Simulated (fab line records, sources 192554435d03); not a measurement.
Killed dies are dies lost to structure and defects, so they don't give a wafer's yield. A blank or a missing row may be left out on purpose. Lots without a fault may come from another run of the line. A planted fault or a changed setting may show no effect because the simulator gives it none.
Chamber matching | flow n5_finfet | N5_BEOL_M6_ETCH_62 on rie_diel-02: 4 sister chambers
The step etches SOC in N2/H2, target depth 110 nm, overetch 22 nm, time 165 s. 16 wafers are shown with their chamber, then 8 later ones without.

WAFERS WITH THEIR CHAMBER
wafer  | chamber | throttle_valve_pct (%) | drypump_motor_current_A (A) | showerhead_plenum_p_Torr (Torr)
L074.2 | 3       | 18.46                  | 5.1                         | 2.52
L074.5 | 0       | 17.51                  | 5.3                         | 2.49
L074.6 | 3       | 18.45                  | 5.1                         | 2.52
L079.1 | 0       | 17.52                  | 5.2                         | 2.49
L079.4 | 1       | 18.14                  | 5.5                         | 2.63
L079.6 | 0       | 17.52                  | 5.2                         | 2.49
L085.2 | 0       | 17.54                  | 5.2                         | 2.49
L085.4 | 2       | 17.98                  | 6.5                         | 2.56
L085.6 | 0       | 17.56                  | 5.2                         | 2.48
L086.1 | 2       | 18.00                  | 6.5                         | 2.56
L086.2 | 3       | 18.48                  | 5.1                         | 2.51
L086.4 | 0       | 17.54                  | 5.3                         | 2.48
L088.2 | 2       | 18.01                  | 6.5                         | 2.56
L088.3 | 0       | 17.55                  | 5.3                         | 2.48
L088.5 | 0       | 17.56                  | 5.2                         | 2.48
L092.1 | 2       | 18.02                  | 6.4                         | 2.56

SIGNATURES (means of the wafers above)
reading                  | chamber 0 | chamber 1 | chamber 2 | chamber 3 | scatter within a chamber
throttle_valve_pct       | 17.5375   | 18.1400   | 18.0025   | 18.4633   | 0.018
drypump_motor_current_A  | 5.237     | 5.500     | 6.475     | 5.100     | 0.0468
showerhead_plenum_p_Torr | 2.4850    | 2.6300    | 2.5600    | 2.5167    | 0.00471
Rule: a wafer's distance from a chamber is the root of the sum, over the readings, of the square of ((its reading less the chamber's mean) divided by the reading's scatter). The wafer belongs to the nearest chamber; if the next one is less than 2 further off, it can't be placed. The scatter: the root of (the sum of the squares of (reading less its chamber's mean) over the shown wafers, divided by (wafers less chambers)).

WAFERS WITHOUT THEIR CHAMBER
wafer  | throttle_valve_pct (%) | drypump_motor_current_A (A) | showerhead_plenum_p_Torr (Torr)
L092.4 | 18.09                  | 5.1                         | 2.51
L092.6 | 18.03                  | 6.5                         | 2.55
L093.1 | 18.10                  | 5.1                         | 2.50
L093.4 | 17.58                  | 5.3                         | 2.47
L093.5 | 18.10                  | 5.1                         | 2.50
L096.2 | 18.04                  | 6.5                         | 2.55
L096.3 | 17.77                  | 5.5                         | 2.61
L096.6 | 17.79                  | 5.5                         | 2.61

WHICH CHAMBER EACH WENT THROUGH
wafer  | from the rows above | in truth
L092.4 | 3                   | 3
L092.6 | 2                   | 2
L093.1 | 3                   | 3
L093.4 | 0                   | 0
L093.5 | 3                   | 3
L096.2 | 2                   | 2
L096.3 | 1                   | 1
L096.6 | 1                   | 1
Placed correctly: 8 of 8. Can't be placed from these rows: 0. Placed wrongly: 0.
